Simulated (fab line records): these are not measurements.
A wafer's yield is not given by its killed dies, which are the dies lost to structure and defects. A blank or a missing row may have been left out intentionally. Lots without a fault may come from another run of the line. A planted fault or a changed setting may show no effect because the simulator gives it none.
Which tool was responsible? + flow n5_finfet + 10 lots, 29 wafers sampled, at 3 steps of a route of 1938

WHAT EACH GAUGE READ, for each wafer
N5_BEOL_M13_THK_MEAS_01. Usual: M13_ILD_THK gives 840 nm (standard deviation 11).
| lot  | measured     | on            | M13_ILD_THK (nm) | flag |
|------|--------------|---------------|------------------|------|
| L208 | day 10 13:06 | film_metro-02 | 839 857 865      |      |
| L215 | day 12 22:32 | film_metro-01 | 820 838 830      |      |
| L217 | day 13 06:58 | film_metro-01 | 828 834 844      |      |
| L221 | day 14 07:10 | film_metro-02 | 818 832 837      |      |
| L222 | day 14 19:23 | film_metro-01 | 843 840 857      |      |
| L223 | day 14 21:52 | film_metro-02 | 838 854 858      |      |
| L228 | day 16 01:14 | film_metro-01 | 843 837 851      |      |
| L229 | day 16 01:13 | film_metro-02 | 859 850          |      |
| L231 | day 16 06:58 | film_metro-01 | 851 846 853      |      |
| L230 | day 16 07:34 | film_metro-01 | 849 851 868      |      |

N5_BEOL_M13_OVL_MEAS_11. Usual: V12_OVL gives 1 nm (standard deviation 7.7).
| lot  | measured     | on         | V12_OVL (nm) | flag |
|------|--------------|------------|--------------|------|
| L208 | day 10 13:26 | overlay-02 | 15 8 9       |      |
| L215 | day 12 22:59 | overlay-01 | 9 6 -4       |      |
| L217 | day 13 07:17 | overlay-01 | -3 10 0      |      |
| L221 | day 14 07:38 | overlay-01 | 2 4 0        |      |
| L222 | day 14 19:51 | overlay-02 | 9 6 9        |      |
| L223 | day 14 22:19 | overlay-02 | -4 -11 1     |      |
| L228 | day 16 01:49 | overlay-02 | 9 -3 1       |      |
| L229 | day 16 01:40 | overlay-01 | -15 -8       |      |
| L231 | day 16 07:18 | overlay-01 | -13 -3 -7    |      |
| L230 | day 16 07:53 | overlay-01 | -12 -8 -10   |      |

WHAT TOOL EACH LOT RAN ON (gives the tool, then ch and the chambers of the sampled wafers, and finally the start)
| lot  | N5_BEOL_M12_CMP_49            |
|------|-------------------------------|
| L208 | cmp-03 ch 0,3, day 10 12:29   |
| L215 | cmp-03 ch 1,2,3, day 12 21:58 |
| L217 | cmp-04 ch 1,2,3, day 13 06:26 |
| L221 | cmp-03 ch 1,2, day 14 06:32   |
| L222 | cmp-01 ch 0,1,3, day 14 18:46 |
| L223 | cmp-04 ch 1,2,3, day 14 21:18 |
| L228 | cmp-04 ch 1,2, day 16 00:35   |
| L229 | cmp-03 ch 0,3, day 16 00:43   |
| L231 | cmp-04 ch 1,2,3, day 16 06:25 |
| L230 | cmp-03 ch 1,2, day 16 06:55   |
- N5_BEOL_M12_CMP_49: polishes, stops on SiOC, t overpolish 20.6 s, target thk 320 nm.

AS READ BY THE TOOLS THEMSELVES (means over the sampled wafers that have a number; for cases with no such wafer, the mark the record gives instead)
N5_BEOL_M12_CMP_49. Usual: barrier_field_endpoint_s 30.4 s, standard deviation 0.84; clearing_platen_down_force_psi 1.4999 psi, standard deviation 0.0027; motor_current_A 5.9 A, standard deviation 0.61; overpolish_run_s 20.600 s, standard deviation 0.0089; platen_rpm 50.00 rpm, standard deviation 0.032; slurry_flow_ml_min 150.1, standard deviation 0.48.
| lot  | tool   | barrier_field_endpoint_s (s) | clearing_platen_down_force_psi (psi) | motor_current_A (A) | overpolish_run_s (s) | platen_rpm (rpm) | slurry_flow_ml_min | flag |
|------|--------|------------------------------|--------------------------------------|---------------------|----------------------|------------------|--------------------|------|
| L208 | cmp-03 | 29.4                         | 1.4994                               | 6.3                 | 20.598               | 49.97            | 150.6              |      |
| L215 | cmp-03 | 30.4                         | 1.4977                               | 6.2                 | 20.598               | 50.00            | 149.1              |      |
| L217 | cmp-04 | 29.4                         | 1.4991                               | 6.2                 | 20.595               | 49.99            | 150.0              |      |
| L221 | cmp-03 | 30.1                         | 1.5002                               | 5.8                 | 20.601               | 50.00            | 150.4              |      |
| L222 | cmp-01 | 30.3                         | 1.5015                               | 5.8                 | 20.601               | 50.00            | 149.7              |      |
| L223 | cmp-04 | 29.7                         | 1.4991                               | 6.0                 | 20.599               | 50.01            | 150.4              |      |
| L228 | cmp-04 | 31.3                         | 1.4980                               | 5.9                 | 20.603               | 50.03            | 149.9              |      |
| L229 | cmp-03 | 31.1                         | 1.5010                               | 5.8                 | 20.599               | 50.00            | 150.1              |      |
| L231 | cmp-04 | 31.1                         | 1.4979                               | 6.3                 | 20.591               | 49.99            | 150.4              |      |
| L230 | cmp-03 | 31.2                         | 1.5005                               | 5.6                 | 20.583               | 50.00            | 150.4              |      |

THE ANSWER, worked out from the rows above alone
Rule: take the mean of a lot's wafers that have a number; if it is more than 3 standard deviations from the usual mean, the lot is off. Also off: a lot with no number at a reading for which 4 or more lots have one. Where the step has rows for the other lots, those lots are counted as sound. Order of review: gauges by route order, followed by the tools' own readings, for which a lot's mean as printed above is used. The first step at which some lot is off is used, and at that step the reading that is off furthest; a lot without a number counts as furthest.
Nothing can be told from this: no lot is off at any reading shown.

WHAT THE SIMULATOR HAD INSERTED
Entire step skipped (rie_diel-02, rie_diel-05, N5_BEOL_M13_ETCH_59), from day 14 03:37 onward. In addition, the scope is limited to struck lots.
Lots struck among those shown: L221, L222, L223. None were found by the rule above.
